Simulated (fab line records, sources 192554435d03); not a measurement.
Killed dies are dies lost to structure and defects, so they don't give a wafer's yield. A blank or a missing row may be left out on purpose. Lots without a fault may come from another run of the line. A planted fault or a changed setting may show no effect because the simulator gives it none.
Split-lot experiment | flow n5_finfet | 7 lots, 21 wafers read, on a route of 1938 steps

THE SPLIT
At N5_SD_EPI_N_EXPOSE_06 (exposes mask SD N BLK, target cd 120 nm), the setting dose_mj was moved away from the recipe's 39.75 on 9 of the 21 wafers read, by -5.4% to +7.1%. The other wafers ran this setting at the recipe's value.

FROM THE SPLIT TO THE READING: what the file shows between them, 1 step
- N5_SD_EPI_N_DEVELOP_08: develop time 30 s (also split here: develop_time_s)

THE READING
cd_nm, in nm, at N5_SD_EPI_N_CD_MEAS_09 (target cd 120 nm). Fault-free wafers of this fab line usually give 119.9 nm, standard deviation 0.55 nm.

wafer  | tool, chamber at the split | dose_mj as run | against the recipe | cd_nm, nm | against lot-mates on the recipe
L078.4 | arfi_scanner-03, 0         | 39.75          | recipe             | 120.7     | -
L078.5 | arfi_scanner-03, 0         | 37.86          | -4.8%              | 117.0     | -3.8
L078.6 | arfi_scanner-03, 0         | 39.75          | recipe             | 120.9     | -
L082.1 | arfi_scanner-03, 0         | 42.58          | +7.1%              | 123.7     | +3.2
L082.3 | arfi_scanner-03, 0         | 39.75          | recipe             | 120.5     | -
L082.4 | arfi_scanner-03, 0         | 42.58          | +7.1%              | 124.2     | +3.7
L083.1 | arfi_scanner-03, 0         | 39.75          | recipe             | 120.1     | -
L083.4 | arfi_scanner-03, 0         | 41.06          | +3.3%              | 121.8     | +1.5
L083.5 | arfi_scanner-03, 0         | 39.75          | recipe             | 120.5     | -
L086.2 | arfi_scanner-02, 0         | 39.75          | recipe             | 119.6     | -
L086.5 | arfi_scanner-02, 0         | 39.75          | recipe             | 119.8     | -
L086.6 | arfi_scanner-02, 0         | 39.75          | recipe             | 119.0     | -
L091.4 | arfi_scanner-03, 0         | 41.94          | +5.5%              | 123.0     | +3.2
L091.5 | arfi_scanner-03, 0         | 39.75          | recipe             | 119.8     | -
L091.6 | arfi_scanner-03, 0         | 41.94          | +5.5%              | 123.5     | +3.7
L095.2 | arfi_scanner-03, 0         | 40.83          | +2.7%              | 121.4     | +1.6
L095.3 | arfi_scanner-03, 0         | 39.75          | recipe             | 119.8     | -
L095.6 | arfi_scanner-03, 0         | 40.83          | +2.7%              | 121.9     | +2.1
L097.1 | arfi_scanner-01, 0         | 37.6           | -5.4%              | 116.7     | -3.7
L097.2 | arfi_scanner-01, 0         | 39.75          | recipe             | 120.1     | -
L097.6 | arfi_scanner-01, 0         | 39.75          | recipe             | 120.7     | -

THE FIT
A straight line over all 21 wafers: cd_nm changes by +0.576 nm for each +1% of dose_mj; r = +0.97; the points scatter about the line by 0.46 nm.
The same after taking each lot's own level away (the mean of its wafers on the recipe; 21 wafers): +0.598 nm for each +1%; r = +0.98; scatter 0.43 nm.
On that fit, the largest move of dose_mj shifts the reading by 4.3 nm.
The lots' own levels span 119.47 to 120.80 nm, that is 2.4 times the standard deviation above.
So the lot-to-lot level changes the slope little: the two slopes agree.
Check: with one of the wafers moved furthest among these (+7.1%) left out of the fit, the line predicts +4.38 nm for it against its lot-mates. It came out at +3.2 nm against them.

OTHER SPLITS ON THESE WAFERS
These wafers also went through other splits before the reading. Each is held against what the fit with the lots' levels taken away leaves over:
other split on the same wafers            | wafers away from the commonest value | r with cd_nm (lot level and that fit taken away)
N5_WELL_APT_EXPOSE_05 dose_mj             | 6                                    | -0.05
N5_WELL_APT_COAT_19 spin_rpm              | 7                                    | -0.24
N5_PMOS_HMC_CHANNEL_EPI_PEB_07 peb_time_s | 6                                    | +0.25
N5_FIN_SAQP_EXPOSE_13 dose_mj             | 9                                    | +0.04
N5_DUMMY_GATE_COAT_28 spin_rpm            | 8                                    | -0.21
N5_SD_EPI_N_DEVELOP_08 develop_time_s     | 6                                    | +0.35

THE WHOLE CHAIN: every reading that the file lists as answering this split, in the file's order
step                    | what it does                                                | reading                                                         | change (the file's fit)               | r (the file's)
N5_SD_EPI_N_CD_MEAS_09  | target cd 120 nm                                            | cd_nm                                                           | +0.608 nm for each +1% of the setting | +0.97
N5_SD_EPI_N_DESCUM_14   | chemistry O2, time 7.9 s                                    | SD_EPI_N.cd_nm (the simulator's own value, which no gauge read) | +0.627 nm for each +1% of the setting | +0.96
N5_SD_EPI_N_ETCH_34     | etches SiARC in CF4, target depth 45.5 nm, time 75.8 s      | SD_EPI_N.cd_nm (the simulator's own value, which no gauge read) | +0.609 nm for each +1% of the setting | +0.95
N5_SD_EPI_N_ETCHBACK_44 | etches SiNx in CH3F/O2, stops on SiO2, target depth 14.5 nm | SD_EPI_N.cd_nm (the simulator's own value, which no gauge read) | +0.597 nm for each +1% of the setting | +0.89

THE FILE'S OWN FIT
cd_nm changes by +0.608 nm for each +1% of dose_mj, r = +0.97.
